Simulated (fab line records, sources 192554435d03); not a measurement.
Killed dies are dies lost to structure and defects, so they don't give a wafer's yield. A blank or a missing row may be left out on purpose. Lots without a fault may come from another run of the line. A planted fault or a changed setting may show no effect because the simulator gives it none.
Which tool did it? | flow n5_finfet | 11 lots, 29 wafers sampled, at 4 steps of a route of 1938

WHAT THE GAUGES READ, wafer by wafer
N5_BEOL_M15_THK_MEAS_50: measures by xrf.
lot  | measured     | on            | M15_THK (nm)
L724 | day 12 12:17 | film_metro-01 | 847 874 858
L726 | day 13 20:47 | film_metro-01 | 861 840
L728 | day 14 02:40 | film_metro-02 | 897 893 911
L729 | day 14 14:07 | film_metro-01 | 864 860 842
L731 | day 14 21:56 | film_metro-02 | 873 1239
L734 | day 15 05:34 | film_metro-02 | 1267 1276
L732 | day 15 06:16 | film_metro-01 | 856 1203
L740 | day 16 13:11 | film_metro-01 | 872 926 901
L742 | day 17 07:07 | film_metro-01 | 856 871 907
L743 | day 17 21:47 | film_metro-01 | 865 866 915
L744 | day 18 02:42 | film_metro-01 | 866 853 893

WHICH TOOL RAN EACH LOT (tool, then ch and the chambers of the sampled wafers, then the start)
lot  | N5_BEOL_M15_TRENCH_ETCH_34         | N5_BEOL_M15_ETCH_38                           | N5_BEOL_M15_PRE_CLEAN_42
L724 | rie_diel-01 ch 1,3, day 12 10:01   | rie_diel-04 ch 0,1,3, day 12 11:03 or earlier | pvd_sputter-01, day 12 11:03
L726 | rie_diel-01 ch 0,3, day 13 16:43   | rie_diel-04 ch 0,1, day 13 19:28 or earlier   | pvd_sputter-03, day 13 19:28
L728 | rie_diel-04 ch 1,2, day 13 23:33   | rie_diel-05 ch 1,2,3, day 14 01:31 or earlier | pvd_sputter-03, day 14 01:31
L729 | rie_diel-01 ch 1,2,3, day 14 07:17 | rie_diel-04 ch 0,1,2, day 14 12:58 or earlier | pvd_sputter-03, day 14 12:58
L731 | rie_diel-01 ch 0,1, day 14 17:02   | rie_diel-01 ch 0,2, day 14 20:25 or earlier   | pvd_sputter-02, day 14 20:25
L734 | rie_diel-01 ch 1,2, day 15 01:05   | rie_diel-01 ch 2,3, day 15 04:08 or earlier   | pvd_sputter-02, day 15 04:08
L732 | rie_diel-01 ch 0,3, day 15 03:01   | rie_diel-04 ch 1,3, day 15 04:37 or earlier   | pvd_sputter-02, day 15 04:37
L740 | rie_diel-04 ch 1,2,3, day 16 10:18 | rie_diel-01 ch 0,2,3, day 16 12:02 or earlier | pvd_sputter-02, day 16 12:02
L742 | rie_diel-04 ch 0,1,3, day 17 03:50 | rie_diel-01 ch 1,2,3, day 17 05:50 or earlier | pvd_sputter-01, day 17 05:50
L743 | rie_diel-04 ch 0,1,3, day 17 17:35 | rie_diel-01 ch 1,2,3, day 17 20:38 or earlier | pvd_sputter-03, day 17 20:38
L744 | rie_diel-04 ch 0,2,3, day 17 20:54 | rie_diel-01 ch 0,2,3, day 18 01:33 or earlier | pvd_sputter-02, day 18 01:33
- N5_BEOL_M15_TRENCH_ETCH_34: etches SiO2 in C4F8/O2/Ar, target depth 872.93 nm, time 199 s.
- N5_BEOL_M15_ETCH_38: etches SiCN in CF4/N2, target depth 106.4 nm, time 120.5 s.
- N5_BEOL_M15_PRE_CLEAN_42: time 30 s.

THE ANSWER, worked out from the rows above alone
Rule: what is usual is taken from the lots themselves. Put in order of their means at a reading, lots are off if they are a third of the lots or fewer, leave a main group of 4 or more, and stand apart from it by a gap of 3 or more times the standard deviation of the main group's means; of several such gaps the widest counts. A main group whose means are all the same, to the digits that the tables above print for the reading, isn't used. A lot without any number at a reading at which 4 lots or more have one is off too. The other lots that the step has rows for count as sound.
Off: L731, L734, L732, at N5_BEOL_M15_THK_MEAS_50 (M15_THK). The main group: mean 875 nm, standard deviation 18.
A tool fits if, at a process step before that reading, it ran every lot that is off, and no sound lot after the first of them. The gauges at N5_BEOL_M15_THK_MEAS_50 are tried like those tools. N5_BEOL_M15_ETCH_38 gives no start for some lots, so the hours and the order of its lots are those of N5_BEOL_M15_PRE_CLEAN_42. One fits: rie_diel-01 at N5_BEOL_M15_TRENCH_ETCH_34. Its last sound lot is L729 (day 14 07:17), its first lot that is off L731 (day 14 17:02): a fault that began between those two fits.

WHAT THE SIMULATOR HAD PUT IN
Process parameter drift: rie_diel-01, from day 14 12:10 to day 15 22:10, at N5_BEOL_M15_TRENCH_ETCH_34. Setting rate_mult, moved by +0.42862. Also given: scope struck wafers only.
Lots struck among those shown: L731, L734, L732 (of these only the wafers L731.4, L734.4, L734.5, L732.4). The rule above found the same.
